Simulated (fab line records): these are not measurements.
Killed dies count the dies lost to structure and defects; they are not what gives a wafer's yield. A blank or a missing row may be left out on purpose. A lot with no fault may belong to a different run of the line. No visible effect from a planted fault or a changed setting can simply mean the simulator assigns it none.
Chamber matching | flow n5Finfet | pecvd-04 running N5_BEOL_M11_DEP_56: 3 sister chambers
The step deposits SiCN from 3MS/NH3, target thk 30 nm, time 10.5 s. 6 wafers are shown with their chamber, then 12 later ones without.

== WAFERS WITH THEIR CHAMBER ==
wafer  | chamber | throttleValvePct (%) | rfFwdPowerW (W)
L089.5 | 2       | 17.3                 | 664
L092.4 | 0       | 18.7                 | 675
L092.5 | 1       | 20.0                 | 657
L090.4 | 1       | 19.9                 | 660
L090.5 | 2       | 17.5                 | 666
L090.6 | 0       | 18.7                 | 669

== WAFERS MISSING THEIR CHAMBER ==
wafer  | throttleValvePct (%) | rfFwdPowerW (W)
L091.2 | 18.7                 | 670
L091.4 | 20.3                 | 658
L091.6 | 17.4                 | 665
L094.1 | 17.4                 | 664
L094.2 | 18.6                 | 670
L094.6 | 20.3                 | 656
L093.1 | 18.8                 | 667
L093.2 | 17.3                 | 665
L093.6 | 18.6                 | 673
L095.2 | 20.3                 | 660
L095.3 | 18.8                 | 668
L095.6 | 17.5                 | 662

== THE CHAMBER EACH PASSED THROUGH ==
wafer  | from the rows above | in truth
L091.2 | 0                   | 0
L091.4 | 1                   | 1
L091.6 | 2                   | 2
L094.1 | 2                   | 2
L094.2 | 0                   | 0
L094.6 | 1                   | 1
L093.1 | 0                   | 0
L093.2 | 2                   | 2
L093.6 | 0                   | 0
L095.2 | 1                   | 1
L095.3 | 0                   | 0
L095.6 | 2                   | 2
Placed correctly: 12 of 12. Not placeable from these rows: 0. Wrongly placed: 0.
How it was worked out, from the rows above alone: a wafer's distance from a chamber is the root of the sum, over the readings, of the square of ((its reading less the chamber's mean) divided by the reading's scatter). If the next closest chamber is less than 2 further off than the closest, the wafer can't be placed; otherwise it belongs to the closest. For every chamber, the mean is computed from those of its wafers that are shown. The scatter is the square root of a quotient: the sum, over the shown wafers, of each reading's squared deviation from its chamber's mean, divided by wafers minus chambers.
